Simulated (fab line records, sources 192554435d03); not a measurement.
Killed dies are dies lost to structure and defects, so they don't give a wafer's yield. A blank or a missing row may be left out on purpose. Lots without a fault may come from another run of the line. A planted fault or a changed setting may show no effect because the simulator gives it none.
Split-lot experiment | flow n5_finfet | 7 lots, 21 wafers read, on a route of 1938 steps

THE SPLIT
At N5_FIN_CUT_ETCH_21 (etches SOC in N2/H2, target depth 219 nm, overetch 43.8 nm, time 523.5 s), the setting bias_w was moved away from the recipe's 61 W on 9 of the 21 wafers read, by -6.0% to +15.3%. The other wafers ran this setting at the recipe's value.

The reading is taken at the split's own step.

THE READING
rf_vpp_V, in V, at N5_FIN_CUT_ETCH_21 (etches SOC in N2/H2, target depth 219 nm, overetch 43.8 nm, time 523.5 s). Fault-free wafers of this fab line usually give 240.7 V, standard deviation 1.2 V.

wafer  | tool, chamber at the split | bias_w as run, W | against the recipe | rf_vpp_V, V | against lot-mates on the recipe
L074.3 | rie_diel-02, 2             | 57.34            | -6.0%              | 232.5       | -9.4
L074.4 | rie_diel-02, 3             | 57.34            | -6.0%              | 231.1       | -10.8
L074.6 | rie_diel-02, 2             | 61               | recipe             | 241.9       | -
L078.1 | rie_diel-05, 3             | 61               | recipe             | 240.4       | -
L078.2 | rie_diel-05, 2             | 61               | recipe             | 241.8       | -
L078.4 | rie_diel-05, 0             | 61               | recipe             | 240.0       | -
L083.4 | rie_diel-02, 3             | 57.84            | -5.2%              | 233.0       | -7.2
L083.5 | rie_diel-02, 3             | 61               | recipe             | 240.4       | -
L083.6 | rie_diel-02, 0             | 61               | recipe             | 240.1       | -
L087.2 | rie_diel-04, 2             | 61               | recipe             | 239.8       | -
L087.3 | rie_diel-04, 1             | 61               | recipe             | 241.6       | -
L087.6 | rie_diel-04, 0             | 61               | recipe             | 240.5       | -
L089.2 | rie_diel-05, 1             | 61               | recipe             | 241.9       | -
L089.3 | rie_diel-05, 3             | 69.65            | +14.2%             | 260.1       | +19.2
L089.4 | rie_diel-05, 3             | 61               | recipe             | 239.8       | -
L091.2 | rie_diel-04, 0             | 57.62            | -5.5%              | 231.9       | -8.1
L091.3 | rie_diel-04, 1             | 57.62            | -5.5%              | 233.5       | -6.5
L091.4 | rie_diel-04, 0             | 61               | recipe             | 240.0       | -
L096.1 | rie_diel-04, 1             | 70.32            | +15.3%             | 264.9       | no lot-mate on the recipe
L096.4 | rie_diel-04, 2             | 70.32            | +15.3%             | 262.2       | no lot-mate on the recipe
L096.6 | rie_diel-04, 1             | 70.32            | +15.3%             | 264.5       | no lot-mate on the recipe

THE FIT
A straight line over all 21 wafers: rf_vpp_V changes by +1.48 V for each +1% of bias_w; r = +1.00; the points scatter about the line by 0.98 V.
The same after taking each lot's own level away (the mean of its wafers on the recipe; 18 wafers): +1.41 V for each +1%; r = +0.99; scatter 0.93 V.
On that fit, the largest move of bias_w shifts the reading by 22 V.
The lots' own levels span 240.00 to 241.90 V, that is 1.6 times the standard deviation above.
So the lot-to-lot level changes the slope little: the two slopes agree.
Check: with one of the wafers moved furthest among these (+14.2%) left out of the fit, the line predicts +21.3 V for it against its lot-mates. It came out at +19.2 V against them.
Tool readings at the split's step, against how far the setting was moved: rf_vpp_V r = +1.00.

OTHER SPLITS ON THESE WAFERS
These wafers also went through other splits before the reading. Each is held against what the fit with the lots' levels taken away leaves over:
other split on the same wafers            | wafers away from the commonest value | r with rf_vpp_V (lot level and that fit taken away)
N5_WELL_APT_EXPOSE_05 dose_mj             | 5                                    | +0.35
N5_WELL_APT_DESCUM_13 time_s              | 6                                    | -0.46
N5_PMOS_HMC_CHANNEL_EPI_COAT_03 spin_rpm  | 9                                    | -0.45
N5_PMOS_HMC_CHANNEL_EPI_PEB_07 peb_time_s | 8                                    | +0.18
N5_FIN_SAQP_FIN_ETCH_36 icp_w             | 3                                    | -0.16

THE FILE'S OWN FIT
rf_vpp_V changes by +1.4 V for each +1% of bias_w, r = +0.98.
